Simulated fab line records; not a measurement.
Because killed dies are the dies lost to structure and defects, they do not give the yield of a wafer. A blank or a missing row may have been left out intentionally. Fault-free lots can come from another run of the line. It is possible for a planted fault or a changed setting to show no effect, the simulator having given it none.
Which tool is to blame? :: flow n5-finfet :: Sampling: 14 lots, 42 wafers, 6 of 1938 route steps

WHAT THE GAUGES READ, wafer by wafer
N5_BEOL_M0_SAQP_CD_MEAS_29: the cd target is 14.4 nm. Usual: cd-nm reads 14.96 nm (standard deviation 0.23).
lot: L792
measured: day 6 02:16
on: cd-sem-03
cd-nm (nm): 14.56 15.36 14.84
flag: 

lot: L793
measured: day 6 06:00
on: cd-sem-01
cd-nm (nm): 15.05 14.95 14.76
flag: 

lot: L797
measured: day 7 05:28
on: cd-sem-02
cd-nm (nm): 15.10 14.85 15.14
flag: 

lot: L798
measured: day 7 08:52
on: cd-sem-01
cd-nm (nm): - - -
flag: OFF

lot: L799
measured: day 7 15:19
on: cd-sem-02
cd-nm (nm): - - -
flag: OFF

lot: L804
measured: day 9 01:01
on: cd-sem-03
cd-nm (nm): 14.46 15.14 14.73
flag: 

lot: L805
measured: day 9 10:26
on: cd-sem-02
cd-nm (nm): 14.84 14.84 14.72
flag: 

lot: L807
measured: day 9 21:47
on: cd-sem-03
cd-nm (nm): 14.88 14.73 15.21
flag: 

lot: L808
measured: day 10 01:59
on: cd-sem-03
cd-nm (nm): 14.95 14.76 15.07
flag: 

lot: L809
measured: day 10 04:28
on: cd-sem-03
cd-nm (nm): 15.36 15.16 14.77
flag: 

lot: L810
measured: day 10 06:51
on: cd-sem-02
cd-nm (nm): 14.88 14.97 15.42
flag: 

lot: L811
measured: day 10 18:32
on: cd-sem-03
cd-nm (nm): 14.81 14.89 14.95
flag: 

lot: L812
measured: day 10 22:40
on: cd-sem-02
cd-nm (nm): 14.81 15.09 15.12
flag: 

lot: L813
measured: day 11 04:06
on: cd-sem-01
cd-nm (nm): 15.19 14.96 15.21
flag: 

N5_BEOL_M4_RC_MEAS_101. Usual: DIBL_N 36.3 mV/V, standard deviation 1.7; DIBL_P 36.5 mV/V, standard deviation 1.8; IOFF_N 0.16 nA/um, standard deviation 0.033; IOFF_P 0.21 nA/um, standard deviation 0.037; ION_N 675 uA/um, standard deviation 11; ION_P 462 uA/um, standard deviation 7.9; SS_N 71.6 mV/dec, standard deviation 0.64; SS_P 73.3 mV/dec, standard deviation 0.68; VT_N 249 mV, standard deviation 3.3; VT_P -250 mV, standard deviation 3.3.
lot: L792
measured: day 8 11:33
on: prober-02
DIBL_N (mV/V): 33.6 36.4 35.8
DIBL_P (mV/V): 34.1 37.0 36.4
IOFF_N (nA/um): 0.14 0.18 0.17
IOFF_P (nA/um): 0.21 0.25 0.24
ION_N (uA/um): 673 679 676
ION_P (uA/um): 467 468 467
SS_N (mV/dec): 71.1 72.3 71.8
SS_P (mV/dec): 73.2 73.4 73.1
VT_N (mV): 248 250 249
VT_P (mV): -248 -249 -246
flag: 

lot: L793
measured: day 8 07:23
on: prober-01
DIBL_N (mV/V): 37.0 35.9 36.4
DIBL_P (mV/V): 37.9 36.4 36.4
IOFF_N (nA/um): 0.16 0.14 0.14
IOFF_P (nA/um): 0.23 0.22 0.21
ION_N (uA/um): 674 669 675
ION_P (uA/um): 464 461 471
SS_N (mV/dec): 71.5 71.1 71.3
SS_P (mV/dec): 73.7 73.5 73.1
VT_N (mV): 249 251 251
VT_P (mV): -251 -250 -250
flag: 

lot: L797
measured: day 9 10:17
on: prober-01
DIBL_N (mV/V): 37.3 36.6 37.0
DIBL_P (mV/V): 38.4 36.7 37.8
IOFF_N (nA/um): 0.18 0.17 0.17
IOFF_P (nA/um): 0.24 0.22 0.24
ION_N (uA/um): 680 688 676
ION_P (uA/um): 466 459 465
SS_N (mV/dec): 72.3 71.7 72.3
SS_P (mV/dec): 72.8 72.8 73.0
VT_N (mV): 247 250 249
VT_P (mV): -251 -253 -248
flag: 

lot: L804
measured: day 11 10:59
on: prober-02
DIBL_N (mV/V): 38.8 36.4 38.9
DIBL_P (mV/V): 39.3 34.7 38.0
IOFF_N (nA/um): 0.21 0.15 0.21
IOFF_P (nA/um): 0.25 0.17 0.22
ION_N (uA/um): 672 665 676
ION_P (uA/um): 458 448 453
SS_N (mV/dec): 71.6 71.3 72.8
SS_P (mV/dec): 74.9 72.5 74.5
VT_N (mV): 245 253 248
VT_P (mV): -249 -253 -250
flag: 

lot: L805
measured: day 11 13:41
on: prober-01
DIBL_N (mV/V): 35.8 39.6 36.3
DIBL_P (mV/V): 36.1 39.5 36.7
IOFF_N (nA/um): 0.17 0.23 0.17
IOFF_P (nA/um): 0.27 0.32 0.27
ION_N (uA/um): 673 683 690
ION_P (uA/um): 471 470 478
SS_N (mV/dec): 71.4 71.9 71.5
SS_P (mV/dec): 73.0 73.3 72.8
VT_N (mV): 247 245 247
VT_P (mV): -244 -241 -243
flag: 

lot: L807
measured: day 11 18:43
on: prober-02
DIBL_N (mV/V): 38.3 37.4 39.3
DIBL_P (mV/V): 38.1 36.6 38.4
IOFF_N (nA/um): 0.17 0.15 0.17
IOFF_P (nA/um): 0.20 0.19 0.20
ION_N (uA/um): 681 660 661
ION_P (uA/um): 455 457 450
SS_N (mV/dec): 72.2 72.0 73.0
SS_P (mV/dec): 74.4 73.6 73.8
VT_N (mV): 250 252 251
VT_P (mV): -254 -255 -253
flag: 

lot: L808
measured: day 12 00:10
on: prober-02
DIBL_N (mV/V): 37.3 35.6 35.4
DIBL_P (mV/V): 35.4 34.2 34.3
IOFF_N (nA/um): 0.16 0.15 0.14
IOFF_P (nA/um): 0.22 0.22 0.21
ION_N (uA/um): 675 703 677
ION_P (uA/um): 466 481 469
SS_N (mV/dec): 71.4 71.4 71.2
SS_P (mV/dec): 72.8 72.5 72.8
VT_N (mV): 247 246 249
VT_P (mV): -246 -244 -245
flag: 

lot: L809
measured: day 12 06:17
on: prober-02
DIBL_N (mV/V): 37.0 38.2 37.9
DIBL_P (mV/V): 38.3 39.1 38.9
IOFF_N (nA/um): 0.22 0.23 0.24
IOFF_P (nA/um): 0.22 0.23 0.23
ION_N (uA/um): 705 686 683
ION_P (uA/um): 462 456 458
SS_N (mV/dec): 72.0 72.5 72.2
SS_P (mV/dec): 73.2 73.7 73.6
VT_N (mV): 243 244 240
VT_P (mV): -251 -248 -250
flag: 

lot: L810
measured: day 12 03:55
on: prober-01
DIBL_N (mV/V): 37.3 36.3 37.3
DIBL_P (mV/V): 36.6 35.8 36.4
IOFF_N (nA/um): 0.16 0.15 0.17
IOFF_P (nA/um): 0.23 0.22 0.23
ION_N (uA/um): 678 662 667
ION_P (uA/um): 472 460 464
SS_N (mV/dec): 71.4 71.4 71.9
SS_P (mV/dec): 72.5 73.4 73.5
VT_N (mV): 254 253 249
VT_P (mV): -245 -248 -247
flag: 

lot: L811
measured: day 13 00:05
on: prober-02
DIBL_N (mV/V): 33.4 35.3 34.3
DIBL_P (mV/V): 33.1 34.8 33.9
IOFF_N (nA/um): 0.13 0.16 0.14
IOFF_P (nA/um): 0.17 0.19 0.18
ION_N (uA/um): 682 677 672
ION_P (uA/um): 465 462 459
SS_N (mV/dec): 71.4 71.3 71.9
SS_P (mV/dec): 72.7 73.6 73.2
VT_N (mV): 251 247 250
VT_P (mV): -254 -251 -252
flag: 

lot: L812
measured: day 13 03:38
on: prober-02
DIBL_N (mV/V): 40.0 38.2 37.6
DIBL_P (mV/V): 40.9 38.7 37.9
IOFF_N (nA/um): 0.28 0.23 0.21
IOFF_P (nA/um): 0.27 0.24 0.22
ION_N (uA/um): 717 695 687
ION_P (uA/um): 475 461 459
SS_N (mV/dec): 72.9 73.1 71.7
SS_P (mV/dec): 74.6 74.5 73.4
VT_N (mV): 241 242 245
VT_P (mV): -250 -249 -251
flag: 

lot: L813
measured: day 13 10:11
on: prober-02
DIBL_N (mV/V): 36.2 37.3 37.5
DIBL_P (mV/V): 35.1 36.3 37.0
IOFF_N (nA/um): 0.14 0.16 0.16
IOFF_P (nA/um): 0.17 0.18 0.20
ION_N (uA/um): 662 677 673
ION_P (uA/um): 447 458 458
SS_N (mV/dec): 71.2 72.1 71.5
SS_P (mV/dec): 73.8 73.9 74.2
VT_N (mV): 253 249 247
VT_P (mV): -251 -254 -253
flag: 

EACH LOT AND THE TOOL THAT RAN IT (in order: tool; ch and the chambers of the sampled wafers; start)
lot: L792
N5_BEOL_M0_SAQP_SPACER1_ALD_98: ald-sin-02 ch 2,3, day 5 23:44
N5_BEOL_M0_SAQP_MANDREL1_REMOVE_100: rie-si-04 ch 1,2,3, day 6 00:17
N5_BEOL_M0_SAQP_STRIP_108: rie-diel-05 ch 1,3, day 6 01:14
N5_BEOL_M0_SAQP_SPACER2_ALD_26: ald-sin-01 ch 0,2,3, day 6 01:32

lot: L793
N5_BEOL_M0_SAQP_SPACER1_ALD_98: ald-sin-01 ch 0,1,3, day 6 03:13
N5_BEOL_M0_SAQP_MANDREL1_REMOVE_100: rie-si-04 ch 1,2, day 6 03:59
N5_BEOL_M0_SAQP_STRIP_108: rie-diel-05 ch 0,1, day 6 05:02
N5_BEOL_M0_SAQP_SPACER2_ALD_26: ald-sin-03 ch 0,1,3, day 6 05:15

lot: L797
N5_BEOL_M0_SAQP_SPACER1_ALD_98: ald-sin-03 ch 0,1,2, day 7 02:58
N5_BEOL_M0_SAQP_MANDREL1_REMOVE_100: rie-si-06 ch 0,1,3, day 7 03:32
N5_BEOL_M0_SAQP_STRIP_108: rie-diel-02 ch 0,2,3, day 7 04:28
N5_BEOL_M0_SAQP_SPACER2_ALD_26: ald-sin-02 ch 0,1,3, day 7 04:43

lot: L798
N5_BEOL_M0_SAQP_SPACER1_ALD_98: ald-sin-01 ch 0,1,3, day 7 06:24
N5_BEOL_M0_SAQP_MANDREL1_REMOVE_100: rie-si-05 ch 0,1, day 7 06:59
N5_BEOL_M0_SAQP_STRIP_108: rie-diel-02 ch 1,3, day 7 07:55
N5_BEOL_M0_SAQP_SPACER2_ALD_26: ald-sin-02 ch 2,3, day 7 08:07

lot: L799
N5_BEOL_M0_SAQP_SPACER1_ALD_98: ald-sin-03 ch 0,1,3, day 7 12:23
N5_BEOL_M0_SAQP_MANDREL1_REMOVE_100: rie-si-04 ch 0,2, day 7 13:02
N5_BEOL_M0_SAQP_STRIP_108: rie-diel-05 ch 2,3, day 7 14:02
N5_BEOL_M0_SAQP_SPACER2_ALD_26: ald-sin-01 ch 0,2,3, day 7 14:33

lot: L804
N5_BEOL_M0_SAQP_SPACER1_ALD_98: ald-sin-03 ch 0,3, day 8 20:08
N5_BEOL_M0_SAQP_MANDREL1_REMOVE_100: rie-si-06 ch 1,2,3, day 8 20:42
N5_BEOL_M0_SAQP_STRIP_108: rie-diel-02 ch 1,3, day 8 21:37
N5_BEOL_M0_SAQP_SPACER2_ALD_26: ald-sin-01 ch 0,1,2, day 9 00:16

lot: L805
N5_BEOL_M0_SAQP_SPACER1_ALD_98: ald-sin-02 ch 0,1,2, day 9 07:48
N5_BEOL_M0_SAQP_MANDREL1_REMOVE_100: rie-si-04 ch 0,2,3, day 9 08:22
N5_BEOL_M0_SAQP_STRIP_108: rie-diel-04 ch 0,2, day 9 09:25
N5_BEOL_M0_SAQP_SPACER2_ALD_26: ald-sin-02 ch 1,2,3, day 9 09:38

lot: L807
N5_BEOL_M0_SAQP_SPACER1_ALD_98: ald-sin-03 ch 0,2,3, day 9 19:18
N5_BEOL_M0_SAQP_MANDREL1_REMOVE_100: rie-si-04 ch 2,3, day 9 19:52
N5_BEOL_M0_SAQP_STRIP_108: rie-diel-04 ch 0,1,2, day 9 20:50
N5_BEOL_M0_SAQP_SPACER2_ALD_26: ald-sin-02 ch 0,1,2, day 9 21:02

lot: L808
N5_BEOL_M0_SAQP_SPACER1_ALD_98: ald-sin-02 ch 0,1,3, day 9 22:02
N5_BEOL_M0_SAQP_MANDREL1_REMOVE_100: rie-si-06 ch 1,2, day 9 22:36
N5_BEOL_M0_SAQP_STRIP_108: rie-diel-02 ch 0,1,2, day 9 23:41
N5_BEOL_M0_SAQP_SPACER2_ALD_26: ald-sin-02 ch 0,2,3, day 10 01:11

lot: L809
N5_BEOL_M0_SAQP_SPACER1_ALD_98: ald-sin-02 ch 2,3, day 10 02:02
N5_BEOL_M0_SAQP_MANDREL1_REMOVE_100: rie-si-05 ch 0,2,3, day 10 02:36
N5_BEOL_M0_SAQP_STRIP_108: rie-diel-05 ch 1,2,3, day 10 03:31
N5_BEOL_M0_SAQP_SPACER2_ALD_26: ald-sin-02 ch 0,1,3, day 10 03:43

lot: L810
N5_BEOL_M0_SAQP_SPACER1_ALD_98: ald-sin-02 ch 1,2, day 10 04:15
N5_BEOL_M0_SAQP_MANDREL1_REMOVE_100: rie-si-06 ch 0,1,2, day 10 04:51
N5_BEOL_M0_SAQP_STRIP_108: rie-diel-05 ch 2,3, day 10 05:44
N5_BEOL_M0_SAQP_SPACER2_ALD_26: ald-sin-02 ch 0,1, day 10 06:06

lot: L811
N5_BEOL_M0_SAQP_SPACER1_ALD_98: ald-sin-01 ch 0,1,3, day 10 16:07
N5_BEOL_M0_SAQP_MANDREL1_REMOVE_100: rie-si-06 ch 0,1,3, day 10 16:40
N5_BEOL_M0_SAQP_STRIP_108: rie-diel-02 ch 0,1,2, day 10 17:35
N5_BEOL_M0_SAQP_SPACER2_ALD_26: ald-sin-01 ch 0,1,3, day 10 17:47

lot: L812
N5_BEOL_M0_SAQP_SPACER1_ALD_98: ald-sin-03 ch 0,2,3, day 10 20:14
N5_BEOL_M0_SAQP_MANDREL1_REMOVE_100: rie-si-05 ch 0,1, day 10 20:47
N5_BEOL_M0_SAQP_STRIP_108: rie-diel-05 ch 0,3, day 10 21:42
N5_BEOL_M0_SAQP_SPACER2_ALD_26: ald-sin-03 ch 0,2, day 10 21:55

lot: L813
N5_BEOL_M0_SAQP_SPACER1_ALD_98: ald-sin-02 ch 0,1,3, day 11 01:29
N5_BEOL_M0_SAQP_MANDREL1_REMOVE_100: rie-si-06 ch 1,2,3, day 11 02:06
N5_BEOL_M0_SAQP_STRIP_108: rie-diel-02 ch 0,2,3, day 11 03:09
N5_BEOL_M0_SAQP_SPACER2_ALD_26: ald-sin-02 ch 0,2, day 11 03:21
- N5_BEOL_M0_SAQP_SPACER1_ALD_98: deposits SiO2, target thk 12.8 nm, pulse time 1 s, purge time 2 s.
- N5_BEOL_M0_SAQP_MANDREL1_REMOVE_100: chemistry HBr/Cl2/O2, target a-Si, stops on SiNx, bt time 10 s.
- N5_BEOL_M0_SAQP_STRIP_108: strips in N2/H2.
- N5_BEOL_M0_SAQP_SPACER2_ALD_26: deposits SiO2, target thk 15 nm, pulse time 1 s, purge time 2 s.

WHAT THE TOOLS THEMSELVES READ (means of the sampled wafers that have a number; where no wafer has one, the mark that the record gives instead)
N5_BEOL_M0_SAQP_SPACER1_ALD_98. Usual: chamber-pressure-Torr 1.999 Torr, standard deviation 0.0044; heater-power-w 481 W, standard deviation 58; precursor-pulse-height-rel 1.002, standard deviation 0.02.
lot: L792
tool: ald-sin-02
chamber-pressure-Torr (Torr): 2.003
heater-power-w (W): 491
precursor-pulse-height-rel: 0.995
flag: 

lot: L793
tool: ald-sin-01
chamber-pressure-Torr (Torr): 1.996
heater-power-w (W): 471
precursor-pulse-height-rel: 0.995
flag: 

lot: L797
tool: ald-sin-03
chamber-pressure-Torr (Torr): 2.003
heater-power-w (W): 487
precursor-pulse-height-rel: 1.014
flag: 

lot: L798
tool: ald-sin-01
chamber-pressure-Torr (Torr): 1.998
heater-power-w (W): 473
precursor-pulse-height-rel: 1.006
flag: 

lot: L799
tool: ald-sin-03
chamber-pressure-Torr (Torr): 1.996
heater-power-w (W): 479
precursor-pulse-height-rel: 0.982
flag: 

lot: L804
tool: ald-sin-03
chamber-pressure-Torr (Torr): 1.995
heater-power-w (W): 474
precursor-pulse-height-rel: 0.983
flag: 

lot: L805
tool: ald-sin-02
chamber-pressure-Torr (Torr): 2.002
heater-power-w (W): 444
precursor-pulse-height-rel: 1.007
flag: 

lot: L807
tool: ald-sin-03
chamber-pressure-Torr (Torr): 2.001
heater-power-w (W): 488
precursor-pulse-height-rel: 1.005
flag: 

lot: L808
tool: ald-sin-02
chamber-pressure-Torr (Torr): 2.004
heater-power-w (W): 486
precursor-pulse-height-rel: 1.025
flag: 

lot: L809
tool: ald-sin-02
chamber-pressure-Torr (Torr): 2.002
heater-power-w (W): 555
precursor-pulse-height-rel: 1.005
flag: 

lot: L810
tool: ald-sin-02
chamber-pressure-Torr (Torr): 1.994
heater-power-w (W): 422
precursor-pulse-height-rel: 0.987
flag: 

lot: L811
tool: ald-sin-01
chamber-pressure-Torr (Torr): 1.996
heater-power-w (W): 453
precursor-pulse-height-rel: 1.004
flag: 

lot: L812
tool: ald-sin-03
chamber-pressure-Torr (Torr): 1.996
heater-power-w (W): 493
precursor-pulse-height-rel: 0.991
flag: 

lot: L813
tool: ald-sin-02
chamber-pressure-Torr (Torr): 1.998
heater-power-w (W): 497
precursor-pulse-height-rel: 1.029
flag: 

N5_BEOL_M0_SAQP_MANDREL1_REMOVE_100. Usual: drypump-motor-current-A 6.0 A, standard deviation 0.39; oes-product-au 1.005 a.u., standard deviation 0.023; throttle-valve-pct 36.6 %, standard deviation 0.33.
lot: L792
tool: rie-si-04
drypump-motor-current-A (A): 6.1
oes-product-au (a.u.): 1.005
throttle-valve-pct (%): 36.6
flag: 

lot: L793
tool: rie-si-04
drypump-motor-current-A (A): 6.4
oes-product-au (a.u.): 0.997
throttle-valve-pct (%): 36.6
flag: 

lot: L797
tool: rie-si-06
drypump-motor-current-A (A): 5.8
oes-product-au (a.u.): 1.010
throttle-valve-pct (%): 36.6
flag: 

lot: L798
tool: rie-si-05
drypump-motor-current-A (A): 6.3
oes-product-au (a.u.): 0.991
throttle-valve-pct (%): 36.1
flag: 

lot: L799
tool: rie-si-04
drypump-motor-current-A (A): 6.5
oes-product-au (a.u.): 0.971
throttle-valve-pct (%): 36.7
flag: 

lot: L804
tool: rie-si-06
drypump-motor-current-A (A): 5.6
oes-product-au (a.u.): 1.008
throttle-valve-pct (%): 36.9
flag: 

lot: L805
tool: rie-si-04
drypump-motor-current-A (A): 6.3
oes-product-au (a.u.): 1.002
throttle-valve-pct (%): 36.8
flag: 

lot: L807
tool: rie-si-04
drypump-motor-current-A (A): 6.2
oes-product-au (a.u.): 1.010
throttle-valve-pct (%): 36.6
flag: 

lot: L808
tool: rie-si-06
drypump-motor-current-A (A): 5.7
oes-product-au (a.u.): 1.000
throttle-valve-pct (%): 36.8
flag: 

lot: L809
tool: rie-si-05
drypump-motor-current-A (A): 6.0
oes-product-au (a.u.): 1.010
throttle-valve-pct (%): 36.4
flag: 

lot: L810
tool: rie-si-06
drypump-motor-current-A (A): 5.9
oes-product-au (a.u.): 1.009
throttle-valve-pct (%): 36.5
flag: 

lot: L811
tool: rie-si-06
drypump-motor-current-A (A): 5.8
oes-product-au (a.u.): 1.006
throttle-valve-pct (%): 36.5
flag: 

lot: L812
tool: rie-si-05
drypump-motor-current-A (A): 6.3
oes-product-au (a.u.): 0.996
throttle-valve-pct (%): 36.1
flag: 

lot: L813
tool: rie-si-06
drypump-motor-current-A (A): 5.6
oes-product-au (a.u.): 1.010
throttle-valve-pct (%): 36.8
flag: 

N5_BEOL_M0_SAQP_STRIP_108. Usual: bias-power-w 28.00 W, standard deviation 0.081; drypump-motor-current-A 5.9 A, standard deviation 0.37; oes-product-au 0.76 a.u., standard deviation 0.065; rf-vpp-V 121.9 V, standard deviation 0.89; showerhead-plenum-p-Torr 3.37 Torr, standard deviation 0.096; throttle-valve-pct 19.0 %, standard deviation 0.31.
lot: L792
tool: rie-diel-05
bias-power-w (W): 27.98
drypump-motor-current-A (A): 6.2
oes-product-au (a.u.): 0.72
rf-vpp-V (V): 122.8
showerhead-plenum-p-Torr (Torr): 3.39
throttle-valve-pct (%): 18.8
flag: 

lot: L793
tool: rie-diel-05
bias-power-w (W): 28.04
drypump-motor-current-A (A): 6.2
oes-product-au (a.u.): 0.80
rf-vpp-V (V): 122.5
showerhead-plenum-p-Torr (Torr): 3.42
throttle-valve-pct (%): 19.1
flag: 

lot: L797
tool: rie-diel-02
bias-power-w (W): 28.06
drypump-motor-current-A (A): 6.0
oes-product-au (a.u.): 0.73
rf-vpp-V (V): 121.5
showerhead-plenum-p-Torr (Torr): 3.38
throttle-valve-pct (%): 19.1
flag: 

lot: L798
tool: rie-diel-02
bias-power-w (W): 27.97
drypump-motor-current-A (A): 6.0
oes-product-au (a.u.): 0.76
rf-vpp-V (V): 122.2
showerhead-plenum-p-Torr (Torr): 3.27
throttle-valve-pct (%): 19.3
flag: 

lot: L799
tool: rie-diel-05
bias-power-w (W): 28.09
drypump-motor-current-A (A): 5.6
oes-product-au (a.u.): 0.75
rf-vpp-V (V): 122.0
showerhead-plenum-p-Torr (Torr): 3.41
throttle-valve-pct (%): 18.7
flag: 

lot: L804
tool: rie-diel-02
bias-power-w (W): 28.00
drypump-motor-current-A (A): 5.9
oes-product-au (a.u.): 0.75
rf-vpp-V (V): 121.6
showerhead-plenum-p-Torr (Torr): 3.27
throttle-valve-pct (%): 19.3
flag: 

lot: L805
tool: rie-diel-04
bias-power-w (W): 28.00
drypump-motor-current-A (A): 5.6
oes-product-au (a.u.): 0.72
rf-vpp-V (V): 121.5
showerhead-plenum-p-Torr (Torr): 3.25
throttle-valve-pct (%): 18.8
flag: 

lot: L807
tool: rie-diel-04
bias-power-w (W): 27.94
drypump-motor-current-A (A): 5.5
oes-product-au (a.u.): 0.78
rf-vpp-V (V): 121.2
showerhead-plenum-p-Torr (Torr): 3.32
throttle-valve-pct (%): 18.8
flag: 

lot: L808
tool: rie-diel-02
bias-power-w (W): 27.98
drypump-motor-current-A (A): 6.0
oes-product-au (a.u.): 0.74
rf-vpp-V (V): 121.6
showerhead-plenum-p-Torr (Torr): 3.34
throttle-valve-pct (%): 19.2
flag: 

lot: L809
tool: rie-diel-05
bias-power-w (W): 27.97
drypump-motor-current-A (A): 5.9
oes-product-au (a.u.): 0.72
rf-vpp-V (V): 122.5
showerhead-plenum-p-Torr (Torr): 3.39
throttle-valve-pct (%): 18.8
flag: 

lot: L810
tool: rie-diel-05
bias-power-w (W): 27.87
drypump-motor-current-A (A): 5.8
oes-product-au (a.u.): 0.75
rf-vpp-V (V): 122.1
showerhead-plenum-p-Torr (Torr): 3.31
throttle-valve-pct (%): 18.5
flag: 

lot: L811
tool: rie-diel-02
bias-power-w (W): 28.05
drypump-motor-current-A (A): 6.0
oes-product-au (a.u.): 0.73
rf-vpp-V (V): 122.0
showerhead-plenum-p-Torr (Torr): 3.34
throttle-valve-pct (%): 19.2
flag: 

lot: L812
tool: rie-diel-05
bias-power-w (W): 27.98
drypump-motor-current-A (A): 6.1
oes-product-au (a.u.): 0.78
rf-vpp-V (V): 121.7
showerhead-plenum-p-Torr (Torr): 3.27
throttle-valve-pct (%): 18.6
flag: 

lot: L813
tool: rie-diel-02
bias-power-w (W): 28.07
drypump-motor-current-A (A): 6.0
oes-product-au (a.u.): 0.71
rf-vpp-V (V): 121.9
showerhead-plenum-p-Torr (Torr): 3.36
throttle-valve-pct (%): 19.2
flag: 

N5_BEOL_M0_SAQP_SPACER2_ALD_26. Usual: chamber-pressure-Torr 1.999 Torr, standard deviation 0.0047; heater-power-w 480 W, standard deviation 59; precursor-pulse-height-rel 0.998, standard deviation 0.02.
lot: L792
tool: ald-sin-01
chamber-pressure-Torr (Torr): 2.002
heater-power-w (W): 508
precursor-pulse-height-rel: 1.008
flag: 

lot: L793
tool: ald-sin-03
chamber-pressure-Torr (Torr): 1.999
heater-power-w (W): 473
precursor-pulse-height-rel: 1.017
flag: 

lot: L797
tool: ald-sin-02
chamber-pressure-Torr (Torr): 1.996
heater-power-w (W): 493
precursor-pulse-height-rel: 0.987
flag: 

lot: L798
tool: ald-sin-02
chamber-pressure-Torr (Torr): -
heater-power-w (W): -
precursor-pulse-height-rel: -
flag: OFF

lot: L799
tool: ald-sin-01
chamber-pressure-Torr (Torr): -
heater-power-w (W): -
precursor-pulse-height-rel: -
flag: OFF

lot: L804
tool: ald-sin-01
chamber-pressure-Torr (Torr): 2.000
heater-power-w (W): 492
precursor-pulse-height-rel: 0.981
flag: 

lot: L805
tool: ald-sin-02
chamber-pressure-Torr (Torr): 2.002
heater-power-w (W): 466
precursor-pulse-height-rel: 1.020
flag: 

lot: L807
tool: ald-sin-02
chamber-pressure-Torr (Torr): 1.998
heater-power-w (W): 440
precursor-pulse-height-rel: 0.986
flag: 

lot: L808
tool: ald-sin-02
chamber-pressure-Torr (Torr): 1.996
heater-power-w (W): 516
precursor-pulse-height-rel: 1.010
flag: 

lot: L809
tool: ald-sin-02
chamber-pressure-Torr (Torr): 1.999
heater-power-w (W): 494
precursor-pulse-height-rel: 1.004
flag: 

lot: L810
tool: ald-sin-02
chamber-pressure-Torr (Torr): 2.002
heater-power-w (W): 461
precursor-pulse-height-rel: 1.008
flag: 

lot: L811
tool: ald-sin-01
chamber-pressure-Torr (Torr): 1.998
heater-power-w (W): 463
precursor-pulse-height-rel: 1.005
flag: 

lot: L812
tool: ald-sin-03
chamber-pressure-Torr (Torr): 1.996
heater-power-w (W): 501
precursor-pulse-height-rel: 0.990
flag: 

lot: L813
tool: ald-sin-02
chamber-pressure-Torr (Torr): 2.002
heater-power-w (W): 453
precursor-pulse-height-rel: 0.980
flag: 

THE ANSWER, worked out from the rows above alone
Rule: a lot is off if the mean of its wafers that have a number lies more than 3 standard deviations from the usual mean. A lot without any number at a reading at which 4 lots or more have one is off too. Where the step has rows for the other lots, those lots are counted as sound. After the gauges, taken in route order, come the tools' own readings; for these a lot's mean is taken, as printed above. The first step at which some lot is off is used, and at that step the reading that is off furthest; a lot without a number counts as furthest.
Off at N5_BEOL_M0_SAQP_CD_MEAS_29 (cd-nm): L798, L799. Without a number there: L798, L799.
If a tool, at a process step before that reading, ran all the lots that are off and no sound lot after the first of them, it fits. Not tried: the gauges at N5_BEOL_M0_SAQP_CD_MEAS_29; whatever is off there is also off at N5_BEOL_M0_SAQP_SPACER2_ALD_26, on other tools, and gauge error can't account for it. No candidate that was tried fits.

WHAT THE SIMULATOR HAD INSERTED
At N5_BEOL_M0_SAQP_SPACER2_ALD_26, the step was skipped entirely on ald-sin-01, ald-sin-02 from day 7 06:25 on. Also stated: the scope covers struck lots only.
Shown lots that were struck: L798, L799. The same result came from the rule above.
